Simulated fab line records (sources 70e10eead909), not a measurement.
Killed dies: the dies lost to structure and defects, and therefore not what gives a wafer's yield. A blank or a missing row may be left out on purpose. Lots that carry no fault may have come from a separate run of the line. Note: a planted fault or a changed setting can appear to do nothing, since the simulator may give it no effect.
Chamber matching || flow nand harc || rie diel-08 running NHARC_A_CHANNEL_HOLE_D1_ETCH_34: 4 sister chambers
The step etches the open film in CF4/CHF3, target depth 154 nm, time 77 s. 17 wafers are shown with their chamber, then 8 later ones without.

## EACH WAFER AND ITS CHAMBER
{"wafer": "L847.3", "chamber": 1, "showerhead plenum p Torr (Torr)": 1.48, "drypump motor current A (A)": 6.2, "rf vpp V (V)": 366.9}
{"wafer": "L847.5", "chamber": 3, "showerhead plenum p Torr (Torr)": 1.48, "drypump motor current A (A)": 5.7, "rf vpp V (V)": 367.2}
{"wafer": "L847.6", "chamber": 2, "showerhead plenum p Torr (Torr)": 1.60, "drypump motor current A (A)": 5.3, "rf vpp V (V)": 370.8}
{"wafer": "L848.1", "chamber": 3, "showerhead plenum p Torr (Torr)": 1.48, "drypump motor current A (A)": 5.7, "rf vpp V (V)": 366.5}
{"wafer": "L848.3", "chamber": 2, "showerhead plenum p Torr (Torr)": 1.60, "drypump motor current A (A)": 5.4, "rf vpp V (V)": 371.1}
{"wafer": "L848.5", "chamber": 0, "showerhead plenum p Torr (Torr)": 1.67, "drypump motor current A (A)": 5.2, "rf vpp V (V)": 373.8}
{"wafer": "L852.1", "chamber": 1, "showerhead plenum p Torr (Torr)": 1.48, "drypump motor current A (A)": 6.2, "rf vpp V (V)": 368.3}
{"wafer": "L852.2", "chamber": 2, "showerhead plenum p Torr (Torr)": 1.60, "drypump motor current A (A)": 5.3, "rf vpp V (V)": 372.1}
{"wafer": "L852.6", "chamber": 2, "showerhead plenum p Torr (Torr)": 1.60, "drypump motor current A (A)": 5.3, "rf vpp V (V)": 372.3}
{"wafer": "L853.1", "chamber": 1, "showerhead plenum p Torr (Torr)": 1.48, "drypump motor current A (A)": 6.2, "rf vpp V (V)": 366.1}
{"wafer": "L853.4", "chamber": 2, "showerhead plenum p Torr (Torr)": 1.60, "drypump motor current A (A)": 5.3, "rf vpp V (V)": 372.5}
{"wafer": "L853.5", "chamber": 2, "showerhead plenum p Torr (Torr)": 1.60, "drypump motor current A (A)": 5.4, "rf vpp V (V)": 371.8}
{"wafer": "L854.4", "chamber": 1, "showerhead plenum p Torr (Torr)": 1.48, "drypump motor current A (A)": 6.2, "rf vpp V (V)": 367.1}
{"wafer": "L854.5", "chamber": 1, "showerhead plenum p Torr (Torr)": 1.48, "drypump motor current A (A)": 6.2, "rf vpp V (V)": 367.9}
{"wafer": "L854.6", "chamber": 2, "showerhead plenum p Torr (Torr)": 1.60, "drypump motor current A (A)": 5.4, "rf vpp V (V)": 370.2}
{"wafer": "L856.1", "chamber": 2, "showerhead plenum p Torr (Torr)": 1.60, "drypump motor current A (A)": 5.3, "rf vpp V (V)": 370.7}
{"wafer": "L865.1", "chamber": 3, "showerhead plenum p Torr (Torr)": 1.47, "drypump motor current A (A)": 5.7, "rf vpp V (V)": 367.0}

SIGNATURES (averages over the wafers above)
{"reading": "showerhead plenum p Torr", "chamber 0": 1.6700, "chamber 1": 1.4800, "chamber 2": 1.6000, "chamber 3": 1.4767, "scatter within a chamber": 0.00226}
{"reading": "drypump motor current A", "chamber 0": 5.200, "chamber 1": 6.200, "chamber 2": 5.338, "chamber 3": 5.700, "scatter within a chamber": 0.038}
{"reading": "rf vpp V", "chamber 0": 373.800, "chamber 1": 367.260, "chamber 2": 371.438, "chamber 3": 366.900, "scatter within a chamber": 0.799}
Rule: for each reading, subtract the chamber's mean from the wafer's reading, divide by that reading's scatter and square the result; add these up over the readings and take the root, which gives the wafer's distance from the chamber. If the next closest chamber is less than 2 further off than the closest, the wafer can't be placed; otherwise it belongs to the closest. The scatter: take each reading less its chamber's mean, square it, sum over the shown wafers, divide by the number of wafers less the number of chambers, and take the root.

## WAFERS WITH NO CHAMBER GIVEN
{"wafer": "L865.3", "showerhead plenum p Torr (Torr)": 1.47, "drypump motor current A (A)": 6.2, "rf vpp V (V)": 366.5}
{"wafer": "L865.6", "showerhead plenum p Torr (Torr)": 1.60, "drypump motor current A (A)": 5.3, "rf vpp V (V)": 369.5}
{"wafer": "L866.1", "showerhead plenum p Torr (Torr)": 1.66, "drypump motor current A (A)": 5.2, "rf vpp V (V)": 374.2}
{"wafer": "L866.2", "showerhead plenum p Torr (Torr)": 1.47, "drypump motor current A (A)": 5.7, "rf vpp V (V)": 366.7}
{"wafer": "L866.3", "showerhead plenum p Torr (Torr)": 1.60, "drypump motor current A (A)": 5.4, "rf vpp V (V)": 370.8}
{"wafer": "L868.1", "showerhead plenum p Torr (Torr)": 1.47, "drypump motor current A (A)": 6.2, "rf vpp V (V)": 366.4}
{"wafer": "L868.2", "showerhead plenum p Torr (Torr)": 1.66, "drypump motor current A (A)": 5.2, "rf vpp V (V)": 373.1}
{"wafer": "L868.3", "showerhead plenum p Torr (Torr)": 1.47, "drypump motor current A (A)": 5.7, "rf vpp V (V)": 367.6}

## WHICH CHAMBER EACH ONE RAN IN
{"wafer": "L865.3", "from the rows above": 1, "in truth": 1}
{"wafer": "L865.6", "from the rows above": 2, "in truth": 2}
{"wafer": "L866.1", "from the rows above": 0, "in truth": 0}
{"wafer": "L866.2", "from the rows above": 3, "in truth": 3}
{"wafer": "L866.3", "from the rows above": 2, "in truth": 2}
{"wafer": "L868.1", "from the rows above": 1, "in truth": 1}
{"wafer": "L868.2", "from the rows above": 0, "in truth": 0}
{"wafer": "L868.3", "from the rows above": 3, "in truth": 3}
Placed correctly: 8 of 8. Left unplaced by these rows: 0. 0 placed wrongly.
